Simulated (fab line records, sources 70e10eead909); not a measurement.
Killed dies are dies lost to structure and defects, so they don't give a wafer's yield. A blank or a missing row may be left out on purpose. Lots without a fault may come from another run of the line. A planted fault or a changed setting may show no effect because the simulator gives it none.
Chamber matching | flow nand_harc | NHARC_A_CHANNEL_FILL_D2_ETCHBACK_08 on rie_diel-02: 4 sister chambers
The step etches the open film in C4F8, target depth 220 nm, time 110 s. 8 wafers are shown with their chamber, then 8 later ones without.

WAFERS WITH THEIR CHAMBER
wafer  | chamber | rf_vpp_V (V) | oes_product_au (a.u.)
L611.4 | 0       | 438.6        | 0.93
L612.1 | 0       | 439.8        | 1.00
L613.1 | 2       | 436.5        | 0.93
L613.2 | 1       | 442.8        | 0.93
L614.2 | 3       | 443.6        | 0.93
L614.4 | 1       | 441.8        | 0.92
L614.6 | 2       | 438.3        | 0.93
L616.1 | 3       | 442.1        | 1.01

WAFERS WITHOUT THEIR CHAMBER
wafer  | rf_vpp_V (V) | oes_product_au (a.u.)
L616.2 | 438.6        | 1.01
L616.5 | 441.3        | 1.01
L620.1 | 438.2        | 0.93
L620.5 | 438.3        | 0.93
L620.6 | 441.5        | 0.92
L622.2 | 441.5        | 1.01
L622.5 | 440.2        | 0.99
L622.6 | 442.8        | 0.99

WHICH CHAMBER EACH WENT THROUGH
wafer  | from the rows above          | in truth
L616.2 | can't be placed: 0 or 2      | 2
L616.5 | can't be placed: 3 or 0 or 1 | 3
L620.1 | can't be placed: 2 or 0      | 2
L620.5 | can't be placed: 2 or 0      | 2
L620.6 | can't be placed: 1 or 3 or 0 | 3
L622.2 | can't be placed: 3 or 1 or 0 | 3
L622.5 | can't be placed: 0 or 3 or 1 | 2
L622.6 | can't be placed: 3 or 1      | 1
Placed correctly: 0 of 8. Can't be placed from these rows: 8 (the true chamber is among the candidates in 7). Placed wrongly: 0.
How it was worked out, from the rows above alone: a wafer's distance from a chamber is the root of the sum, over the readings, of the square of ((its reading less the chamber's mean) divided by the reading's scatter). The wafer belongs to the nearest chamber; if the next one is less than 2 further off, it can't be placed. A chamber's mean is the mean of its shown wafers. The scatter: the root of (the sum of the squares of (reading less its chamber's mean) over the shown wafers, divided by (wafers less chambers)).
